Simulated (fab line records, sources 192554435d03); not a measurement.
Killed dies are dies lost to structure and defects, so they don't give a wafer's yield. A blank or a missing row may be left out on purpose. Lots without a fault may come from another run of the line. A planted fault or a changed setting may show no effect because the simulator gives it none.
Problem report in the 8D (eight disciplines) form, filled by code | flow n5_finfet | the parts of the form that need people (team, actions taken, sign-off) are left out

1. THE PROBLEM
platen_rpm at N5_BEOL_M10_CMP_52 reads a mean of 48.02 rpm on 3 wafers of 2 lots; wafers without a fault read 50.00 rpm with a standard deviation of 0.037. That is -54 standard deviations from the usual mean.
The step: polishes, stops on SiCOH lowk, t overpolish 7 s, target thk 140 nm.
First seen on wafer L159.1, day 15 08:55, on cmp-02. The record holds 33 wafers of 11 lots with a number at this step. Rule for "out", or "out of limits": more than 4 standard deviations from the usual mean. The other wafers with a number count as sound.

2. WHAT IT IS AND WHAT IT IS NOT
question                    | is                     | is not
which readings at this step | platen_rpm             | barrier_field_endpoint_s, clearing_platen_rpm, motor_current_A, overpolish_run_s, time_to_endpoint_s
which lots                  | L159, L161             | L145, L151, L152, L153, L154, L156, L158, L165, L167
which wafers of those lots  | L159.1, L161.3, L161.5 | L159.3, L159.5, L161.4
read on which tools         | cmp-02                 | cmp-01, cmp-04
when                        | from day 15 08:55      | up to then (20 sound wafers); but 10 sound wafers of L158, L161, L165, L167 came after

3. SUSPECTS, AND WHAT RULES EACH OUT
Counting: a tool at a process step up to the reading stays a suspect if it ran every lot that is out. Sound lots after the first of them don't rule it out here, since some wafers of a struck lot are sound.
- cmp-02 at N5_BEOL_M10_CMP_52 (polishes, stops on SiCOH lowk, t overpolish 7 s, target thk 140 nm): kept. It ran every lot that is out, first L159 (day 15 08:55); its last sound lot up to then is L156 (day 14 22:56). Its own readings are out on those wafers: platen_rpm.
- Within cmp-02 at N5_BEOL_M10_CMP_52: the wafers that are out ran in chamber 0; their sound lot-mates ran in chambers 1, 3.
Left after counting: cmp-02 at N5_BEOL_M10_CMP_52.

4. THE CAUSE (what the simulator had put in)
Process parameter drift: cmp-02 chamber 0, from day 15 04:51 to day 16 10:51, at N5_BEOL_M10_CMP_52. Setting platen_rpm, moved by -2, from 50. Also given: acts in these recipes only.
Counting left only this tool.

5. THE CHAIN OF EFFECTS, in route order
Each row: a reading whose mean over the struck wafers that have a number lies more than 3 standard deviations from the usual. Only readings for which the record gives a usual standard deviation are gone through. hours: the time from each lot's start at the first step in this table that gives one to its start at this step, as a median over the lots. sigmas: the change in usual standard deviations.
hours | step               | reading    | usual     | on struck wafers | change | sigmas
0     | N5_BEOL_M10_CMP_52 | platen_rpm | 50.00 rpm | 48.02            | -1.98  | -54
The process steps in it:
- N5_BEOL_M10_CMP_52: polishes, stops on SiCOH lowk, t overpolish 7 s, target thk 140 nm.
Later measuring or inspecting steps at which every struck wafer that the step has a row for has a number for every such reading, and none has moved that far: N5_BEOL_M10_INSPECT_58.

6. WHAT WOULD HAVE CAUGHT IT SOONER
In this record the first reading out of limits was taken at day 15 08:55, 4 hours after the fault began at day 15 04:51.
